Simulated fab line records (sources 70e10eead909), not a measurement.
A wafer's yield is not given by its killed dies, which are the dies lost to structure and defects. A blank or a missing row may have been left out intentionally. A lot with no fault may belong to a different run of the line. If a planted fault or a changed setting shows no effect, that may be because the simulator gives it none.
Problem report in the 8D (eight disciplines) form, filled by code | flow nand-harc | the parts of the form that need people (team, actions taken, sign-off) are left out

1. WHAT WENT WRONG
Wafers without a fault read 1001 nm, standard deviation 8.6; thk-nm at NHARC_A_ONON_D1_THK_MEAS_08 reads a mean of 1545 nm on 4 wafers belonging to 2 lots. Measured from the usual mean, that is +63 standard deviations.
The step: measures by ellipsometry.
The first sign was on wafer L280.1 at day 9 15:45, on film-metro-01. At this step, 42 wafers from 14 lots have a number in the record. The rule behind "out" and "out of limits": a value lying over 4 standard deviations away from the usual mean. All remaining wafers that have a number are taken as sound.

2. WHAT THIS IS AND IS NOT
question                    | is                             | is not
which readings at this step | thk-nm                         | -
which lots                  | L280, L281                     | L272, L274, L276, L277, L279, L282, L289, L290, L292, L293, L294, L295
which wafers of those lots  | L280.1, L280.4, L281.2, L281.4 | L280.5, L281.5
read on which gauges        | film-metro-01                  | film-metro-02
when                        | from day 9 15:45               | up to then (16 sound wafers); but 22 sound wafers of L281, L282, L289, L290, L292, L293, L294, L295 came after

3. WHAT RULES OUT EACH SUSPECT
Counting: any tool at a process step up to the reading remains a suspect provided it ran every lot that is out. Sound lots after the first of them don't rule it out here, since some wafers of a struck lot are sound.
- the gauge at NHARC_A_ONON_D1_THK_MEAS_08 has been ruled out. All the wafers that are out were read on film-metro-01, but those of them that NHARC_END_SORT_01 has rows for are out there too, on other tools.
- pecvd-onon-02 at NHARC_A_ONON_D1_DEP_06 (target thk 1000 nm): kept. Every lot that is out went through it, the first being L280 (day 9 15:14); the last sound lot it ran before that was L279 (day 9 03:24).
The count leaves pecvd-onon-02 at NHARC_A_ONON_D1_DEP_06.

4. THE CAUSE (what the simulator had put in)
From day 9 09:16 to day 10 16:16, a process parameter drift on pecvd-onon-02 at NHARC_A_ONON_D1_DEP_06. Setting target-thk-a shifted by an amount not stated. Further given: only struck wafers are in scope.
The count eliminated every tool but this one.

5. THE CHAIN OF EFFECTS, in route order
Rows list readings where the struck wafers' mean (over those with a number) sits beyond 3 standard deviations from the usual. Readings are gone through only where the record gives a usual standard deviation; hours: the median, over the lots, of the time from a lot's start at the first step in this table giving one to that lot's start at this step; sigmas: the change measured in usual standard deviations.
hours | step                        | reading         | usual   | on struck wafers | change | sigmas
0     | NHARC_A_ONON_D1_THK_MEAS_08 | thk-nm          | 1001 nm | 1545             | +544   | +63
288   | NHARC_END_SORT_01           | killed-at-array | 25      | 671              | +646   | +66
288   | NHARC_END_SORT_01           | killed-dies     | 29      | 677              | +648   | +65

6. WHAT WOULD HAVE CAUGHT IT SOONER
In this record the first reading out of limits at a measuring or inspecting step was taken at day 9 15:45, 6 hours after the fault began at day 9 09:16.
No tool reading at NHARC_A_ONON_D1_DEP_06 that has a usual standard deviation in the record was out on any struck wafer, so an alarm limit of 4 standard deviations on those readings would not have fired.
Lots out: 2; of these, L281 started NHARC_A_ONON_D1_DEP_06 on pecvd-onon-02 after day 9 15:45. A tool hold placed at that time would have kept it from harm.
